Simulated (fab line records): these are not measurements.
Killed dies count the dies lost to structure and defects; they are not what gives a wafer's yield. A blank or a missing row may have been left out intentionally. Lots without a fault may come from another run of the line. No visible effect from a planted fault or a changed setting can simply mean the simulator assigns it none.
Chamber matching || flow n5 finfet || N5_MOL_CONTACT_COAG_VIA_ETCH_46 on rie diel-03 has 4 sister chambers
The step etches SiO2 in C4F6/O2, target depth 46 nm, overetch 9.2 nm, time 40 s. 8 wafers are shown with their chamber, then 10 later ones without.

## WAFERS PAIRED WITH THEIR CHAMBERS
{"wafer": "L085.5", "chamber": 2, "rf vpp V (V)": 1621, "showerhead plenum p Torr (Torr)": 2.75}
{"wafer": "L086.5", "chamber": 0, "rf vpp V (V)": 1590, "showerhead plenum p Torr (Torr)": 2.97}
{"wafer": "L088.5", "chamber": 0, "rf vpp V (V)": 1590, "showerhead plenum p Torr (Torr)": 2.97}
{"wafer": "L090.1", "chamber": 2, "rf vpp V (V)": 1620, "showerhead plenum p Torr (Torr)": 2.74}
{"wafer": "L090.3", "chamber": 3, "rf vpp V (V)": 1570, "showerhead plenum p Torr (Torr)": 2.75}
{"wafer": "L090.6", "chamber": 1, "rf vpp V (V)": 1619, "showerhead plenum p Torr (Torr)": 2.88}
{"wafer": "L093.1", "chamber": 1, "rf vpp V (V)": 1618, "showerhead plenum p Torr (Torr)": 2.88}
{"wafer": "L093.3", "chamber": 3, "rf vpp V (V)": 1570, "showerhead plenum p Torr (Torr)": 2.75}

## WAFERS WITH NO CHAMBER GIVEN
{"wafer": "L093.5", "rf vpp V (V)": 1619, "showerhead plenum p Torr (Torr)": 2.74}
{"wafer": "L094.3", "rf vpp V (V)": 1619, "showerhead plenum p Torr (Torr)": 2.88}
{"wafer": "L094.5", "rf vpp V (V)": 1621, "showerhead plenum p Torr (Torr)": 2.74}
{"wafer": "L094.6", "rf vpp V (V)": 1569, "showerhead plenum p Torr (Torr)": 2.75}
{"wafer": "L095.2", "rf vpp V (V)": 1620, "showerhead plenum p Torr (Torr)": 2.74}
{"wafer": "L095.4", "rf vpp V (V)": 1589, "showerhead plenum p Torr (Torr)": 2.96}
{"wafer": "L095.5", "rf vpp V (V)": 1589, "showerhead plenum p Torr (Torr)": 2.96}
{"wafer": "L097.1", "rf vpp V (V)": 1621, "showerhead plenum p Torr (Torr)": 2.74}
{"wafer": "L097.3", "rf vpp V (V)": 1617, "showerhead plenum p Torr (Torr)": 2.88}
{"wafer": "L097.4", "rf vpp V (V)": 1589, "showerhead plenum p Torr (Torr)": 2.96}

## CHAMBER TAKEN BY EACH
{"wafer": "L093.5", "from the rows above": 2, "in truth": 2}
{"wafer": "L094.3", "from the rows above": 1, "in truth": 1}
{"wafer": "L094.5", "from the rows above": 2, "in truth": 2}
{"wafer": "L094.6", "from the rows above": 3, "in truth": 3}
{"wafer": "L095.2", "from the rows above": 2, "in truth": 2}
{"wafer": "L095.4", "from the rows above": 0, "in truth": 0}
{"wafer": "L095.5", "from the rows above": 0, "in truth": 0}
{"wafer": "L097.1", "from the rows above": 2, "in truth": 2}
{"wafer": "L097.3", "from the rows above": 1, "in truth": 1}
{"wafer": "L097.4", "from the rows above": 0, "in truth": 0}
Correctly placed: 10 of 10. Can't be placed from these rows: 0. Placed wrongly: 0.
How it was worked out, from the rows above alone: a wafer's distance from a chamber is the root of the sum, over the readings, of the square of ((its reading less the chamber's mean) divided by the reading's scatter). The wafer belongs to the nearest chamber; if the next one is less than 2 further off, it can't be placed. A chamber's mean is the mean of its shown wafers. The scatter: take each reading less its chamber's mean, square it, sum over the shown wafers, divide by the number of wafers less the number of chambers, and take the root.
